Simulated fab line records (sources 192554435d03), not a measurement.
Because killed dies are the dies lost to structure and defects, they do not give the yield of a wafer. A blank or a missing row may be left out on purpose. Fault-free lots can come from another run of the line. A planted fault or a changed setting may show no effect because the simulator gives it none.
Which tool was responsible? | flow n5_finfet | 24 lots with 72 wafers sampled at 4 steps, on a route of 1938 steps

## WHAT THE GAUGES READ, wafer by wafer
N5_BEOL_M10_THK_MEAS_53: measures by xrf.
lot  | measured     | on            | M10_THK (nm)
L075 | day 11 08:25 | film_metro-01 | 139 137 133
L074 | day 11 11:59 | film_metro-02 | 139 139 136
L076 | day 11 21:37 | film_metro-02 | 139 135 137
L077 | day 12 00:19 | film_metro-01 | 136 139 138
L079 | day 12 06:38 | film_metro-01 | 133 139 138
L078 | day 12 07:06 | film_metro-01 | 139 137 142
L080 | day 12 10:14 | film_metro-02 | 144 136 135
L083 | day 12 13:41 | film_metro-02 | 139 135 141
L081 | day 13 12:17 | film_metro-01 | 141 141 141
L084 | day 13 21:04 | film_metro-02 | 144 138 140
L082 | day 13 21:14 | film_metro-02 | 136 145 140
L088 | day 14 00:19 | film_metro-01 | 137 144 134
L085 | day 14 08:00 | film_metro-01 | 139 144 135
L086 | day 14 16:28 | film_metro-01 | 134 140 136
L087 | day 14 17:07 | film_metro-01 | 137 144 137
L089 | day 15 01:34 | film_metro-02 | 143 142 138
L092 | day 15 05:11 | film_metro-01 | 138 136 145
L091 | day 15 11:11 | film_metro-01 | 142 137 142
L090 | day 15 11:43 | film_metro-02 | 142 138 140
L093 | day 15 20:22 | film_metro-02 | 144 137 142
L094 | day 15 23:32 | film_metro-01 | 133 138 133
L095 | day 16 07:19 | film_metro-02 | 134 140 138
L096 | day 16 23:45 | film_metro-01 | 138 144 141
L097 | day 17 08:37 | film_metro-02 | 136 140 138

N5_BEOL_M11_INSPECT_13: inspects for defects (brightfield).
lot  | measured     | on                | raw_defect_count
L075 | day 11 11:17 | defect_inspect-02 | 553 550 399
L074 | day 11 14:37 | defect_inspect-01 | 360 573 501
L076 | day 11 23:22 | defect_inspect-01 | 414 424 276
L077 | day 12 04:46 | defect_inspect-02 | 427 362 422
L079 | day 12 08:37 | defect_inspect-01 | 410 462 331
L078 | day 12 08:58 | defect_inspect-01 | 722 464 538
L080 | day 12 12:41 | defect_inspect-01 | 540 504 614
L083 | day 12 15:36 | defect_inspect-01 | 403 492 655
L081 | day 13 15:53 | defect_inspect-01 | 313 362 388
L084 | day 13 23:09 | defect_inspect-01 | 282 446 373
L082 | day 13 23:20 | defect_inspect-01 | 345 440 500
L088 | day 14 05:23 | defect_inspect-01 | 335 449 486
L085 | day 14 10:05 | defect_inspect-02 | 459 435 433
L086 | day 14 19:38 | defect_inspect-01 | 379 494 456
L087 | day 14 19:50 | defect_inspect-02 | 470 333 644
L089 | day 15 03:01 | defect_inspect-01 | 442 536 374
L092 | day 15 08:59 | defect_inspect-01 | 700 573 545
L091 | day 15 14:05 | defect_inspect-02 | 652 551 392
L090 | day 15 14:29 | defect_inspect-02 | 644 699 787
L093 | day 15 22:44 | defect_inspect-02 | 434 402 504
L094 | day 16 02:04 | defect_inspect-02 | 539 455 428
L095 | day 16 09:15 | defect_inspect-02 | 459 462 540
L096 | day 17 01:53 | defect_inspect-01 | 318 358 480
L097 | day 17 10:19 | defect_inspect-01 | 425 357 273

N5_BEOL_M11_OVL_MEAS_29.
lot  | measured     | on         | V10_OVL (nm)
L075 | day 11 13:27 | overlay-02 | -0.8 -0.6 -0.8
L074 | day 11 15:38 | overlay-01 | 0.4 0.8 0.8
L076 | day 12 02:54 | overlay-01 | 0.7 0.1 0.0
L077 | day 12 06:30 | overlay-02 | 0.5 -0.4 0.3
L079 | day 12 11:19 | overlay-02 | 0.3 1.2 0.2
L078 | day 12 11:08 | overlay-02 | 0.4 0.6 -0.7
L080 | day 12 13:49 | overlay-02 | -0.8 0.2 0.0
L083 | day 12 16:34 | overlay-02 | 1.1 0.4 0.6
L081 | day 13 17:33 | overlay-02 | 0.1 0.6 1.1
L084 | day 14 04:40 | overlay-02 | 0.2 -0.3 -1.0
L082 | day 14 04:50 | overlay-02 | 0.9 1.1 0.1
L088 | day 14 06:42 | overlay-02 | 1.4 0.6 -0.3
L085 | day 14 12:25 | overlay-02 | -0.5 0.6 0.2
L086 | day 14 21:45 | overlay-02 | 0.9 0.6 0.8
L087 | day 14 21:55 | overlay-02 | 0.2 0.4 0.2
L089 | day 15 04:01 | overlay-01 | 0.3 -0.8 0.8
L092 | day 15 09:50 | overlay-02 | 0.1 -0.3 0.1
L091 | day 15 17:26 | overlay-02 | 1.1 0.3 0.2
L090 | day 15 17:16 | overlay-02 | 0.1 0.4 0.3
L093 | day 16 01:13 | overlay-02 | 0.2 0.9 0.8
L094 | day 16 02:59 | overlay-01 | 0.3 -0.5 -0.2
L095 | day 16 10:37 | overlay-02 | 0.9 0.8 0.5
L096 | day 17 05:44 | overlay-02 | 1.2 1.3 0.4
L097 | day 17 14:33 | overlay-02 | 1.6 1.0 0.6

## WHAT TOOL EACH LOT RAN ON (gives the tool, then ch and the chambers of the sampled wafers, and finally the start)
lot  | N5_BEOL_M11_PECVD_70
L075 | pecvd-04 ch 0,1,2, day 11 09:21
L074 | pecvd-01 ch 0,2, day 11 12:48
L076 | pecvd-02 ch 0,1,2, day 11 22:28
L077 | pecvd-01 ch 0,2, day 12 01:08
L079 | pecvd-01 ch 0,2, day 12 07:28
L078 | pecvd-01 ch 1,2, day 12 07:58
L080 | pecvd-02 ch 0,1, day 12 11:32
L083 | pecvd-02 ch 1,2, day 12 14:59
L081 | pecvd-02 ch 1, day 13 13:26
L084 | pecvd-04 ch 0,1, day 13 21:59
L082 | pecvd-02 ch 0,1, day 13 22:16
L088 | pecvd-02 ch 0,1,2, day 14 01:38
L085 | pecvd-02 ch 0,2, day 14 09:22
L086 | pecvd-04 ch 0,2, day 14 17:17
L087 | pecvd-04 ch 0,2, day 14 17:57
L089 | pecvd-04 ch 0,1,2, day 15 02:23
L092 | pecvd-04 ch 1,2, day 15 06:01
L091 | pecvd-04 ch 0,1,2, day 15 12:01
L090 | pecvd-04 ch 0,1, day 15 12:32
L093 | pecvd-01 ch 0,1, day 15 21:11
L094 | pecvd-04 ch 1,2, day 16 00:22
L095 | pecvd-01 ch 1,2, day 16 08:08
L096 | pecvd-04 ch 0,1, day 17 00:38
L097 | pecvd-02 ch 0,1,2, day 17 09:30
- N5_BEOL_M11_PECVD_70: deposits SiO2 from TEOS/O2, target thk 20 nm, time 22.7 s.

## AS READ BY THE TOOLS THEMSELVES (means over the sampled wafers that have a number; for cases with no such wafer, the mark the record gives instead)
N5_BEOL_M11_PECVD_70.
lot  | tool     | heater_power_w (W) | showerhead_plenum_p_Torr (Torr) | throttle_valve_pct (%)
L075 | pecvd-04 | 748                | 8.77                            | 21.7
L074 | pecvd-01 | 809                | 8.77                            | 25.4
L076 | pecvd-02 | 741                | 8.82                            | 22.6
L077 | pecvd-01 | 934                | 8.77                            | 25.3
L079 | pecvd-01 | 886                | 8.77                            | 25.3
L078 | pecvd-01 | 741                | 8.79                            | 22.1
L080 | pecvd-02 | 669                | 8.81                            | 23.2
L083 | pecvd-02 | 654                | 8.80                            | 22.9
L081 | pecvd-02 | 606                | 8.78                            | 23.6
L084 | pecvd-04 | 753                | 8.83                            | 22.3
L082 | pecvd-02 | 698                | 8.81                            | 23.5
L088 | pecvd-02 | 682                | 8.82                            | 22.5
L085 | pecvd-02 | 737                | 8.83                            | 21.9
L086 | pecvd-04 | 677                | 8.76                            | 21.4
L087 | pecvd-04 | 689                | 8.77                            | 21.4
L089 | pecvd-04 | 732                | 8.77                            | 21.9
L092 | pecvd-04 | 687                | 8.74                            | 21.9
L091 | pecvd-04 | 736                | 8.77                            | 21.9
L090 | pecvd-04 | 783                | 8.83                            | 22.2
L093 | pecvd-01 | 922                | 8.80                            | 25.4
L094 | pecvd-04 | 729                | 8.75                            | 22.0
L095 | pecvd-01 | 655                | 8.80                            | 22.3
L096 | pecvd-04 | 762                | 8.79                            | 22.6
L097 | pecvd-02 | 660                | 8.82                            | 22.6

## THE ANSWER, worked out from the rows above alone
Rule: usual is defined by the lots themselves. Put in order of their means at a reading, lots are off if they are a third of the lots or fewer, leave a main group of 4 or more, and stand apart from it by a gap of 3 or more times the standard deviation of the main group's means; of several such gaps the widest counts. Not used: any main group whose means are identical at the precision the tables above print for the reading. A lot without any number at a reading at which 4 lots or more have one is off too. The other lots that the step has rows for count as sound. After the gauges, taken in route order, come the tools' own readings; for these a lot's mean is taken, as printed above. At the first step where some lot is off, the reading lying furthest off is the one used; lots without a number count as furthest.
Across all readings shown, no lot is off: no conclusion can be drawn from this.

## WHAT HAD BEEN PUT IN BY THE SIMULATOR
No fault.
